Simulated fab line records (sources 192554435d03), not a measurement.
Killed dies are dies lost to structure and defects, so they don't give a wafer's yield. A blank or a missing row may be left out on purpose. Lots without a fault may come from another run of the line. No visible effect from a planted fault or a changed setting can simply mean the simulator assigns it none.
Split-lot experiment ; flow n5_finfet ; 21 wafers read from 7 lots, route of 1938 steps

## ABOUT THE SPLIT
At N5_BEOL_M13_COAT_58 (time 60 s, resist thk 89 nm), the setting spin_rpm was moved away from the recipe's 1500 rpm on 5 of the 21 wafers read, by +3.3% to +8.9%. The other wafers ran this setting at the recipe's value.

## FROM THE SPLIT TO THE READING: what the file shows between them, 3 steps
- N5_BEOL_M13_COAT_04: resist thk 400 nm
- N5_BEOL_M13_EBR_06
- N5_BEOL_M13_DESCUM_15: chemistry O2, time 7.9 s

## THE READING
etch.depth_nm (the simulator's own value, which no gauge read), in nm, at N5_BEOL_M13_ETCH_59 (etches BARC in N2/H2, target depth 89 nm, overetch 26.7 nm, time 67.9 s). No usual value for it is given in the file. Here, 16 wafers ran the recipe; their average is 88.99 nm with a standard deviation of 0.35 nm.

wafer;tool, chamber at the split;spin_rpm as run, rpm;against the recipe;etch.depth_nm, nm;against lot-mates on the recipe
L074.1;litho_track-02, 0;1500;recipe;88.65;-
L074.3;litho_track-02, 0;1500;recipe;88.79;-
L074.4;litho_track-02, 0;1500;recipe;88.75;-
L077.1;litho_track-04, 0;1500;recipe;89.23;-
L077.4;litho_track-04, 0;1500;recipe;89.49;-
L077.5;litho_track-04, 0;1500;recipe;89.43;-
L076.1;litho_track-03, 0;1633;+8.9%;84.8;no lot-mate on the recipe
L076.3;litho_track-03, 0;1633;+8.9%;84.72;no lot-mate on the recipe
L076.6;litho_track-03, 0;1633;+8.9%;84.94;no lot-mate on the recipe
L086.1;litho_track-04, 0;1550;+3.3%;87.55;-1.30
L086.5;litho_track-04, 0;1500;recipe;88.58;-
L086.6;litho_track-04, 0;1500;recipe;89.11;-
L088.1;litho_track-04, 0;1500;recipe;89.24;-
L088.3;litho_track-04, 0;1576;+5.1%;87.35;-1.94
L088.6;litho_track-04, 0;1500;recipe;89.33;-
L094.1;litho_track-04, 0;1500;recipe;88.57;-
L094.4;litho_track-04, 0;1500;recipe;88.53;-
L094.5;litho_track-04, 0;1500;recipe;88.52;-
L096.1;litho_track-04, 0;1500;recipe;89.45;-
L096.3;litho_track-04, 0;1500;recipe;88.94;-
L096.6;litho_track-04, 0;1500;recipe;89.23;-

FIT RESULTS
A straight line over all 21 wafers: etch.depth_nm changes by -0.458 nm for each +1% of spin_rpm; r = -0.97; the points scatter about the line by 0.36 nm.
The same after taking each lot's own level away (the mean of its wafers on the recipe; 18 wafers): -0.384 nm for each +1%; r = -0.97; scatter 0.14 nm.
The reading moves by 3.4 nm for the largest change in spin_rpm, on that fit.
From 88.540 to 89.383 nm: that is the span of the lots' own levels, equal to 2.4 times the standard deviation above.
In other words, the slope is changed by the lot-to-lot level; the two fits disagree.
Check: with one of the wafers moved furthest among these (+5.1%) left out of the fit, the line predicts -1.97 nm for it against its lot-mates. It came out at -1.94 nm against them.

## THE WHOLE CHAIN: every reading that the file lists as answering this split, in the file's order
step;what it does;reading;change (the file's fit);r (the file's)
N5_BEOL_M13_COAT_58;time 60 s, resist thk 89 nm;BARC_of_BEOL_M13_COAT_58.thk_nm (the simulator's own value, which no gauge read);-0.38 nm for each +1% of the setting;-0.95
N5_BEOL_M13_ETCH_59;etches BARC in N2/H2, target depth 89 nm, overetch 26.7 nm, time 67.9 s;etch.depth_nm (the simulator's own value, which no gauge read);-0.384 nm for each +1% of the setting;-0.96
N5_BEOL_M13_STRIP_64;strips in N2/H2;strip_time_to_endpoint_s;withheld for each +1% of the setting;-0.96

## THE FILE'S OWN FIT
etch.depth_nm changes by -0.384 nm for each +1% of spin_rpm, r = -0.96.
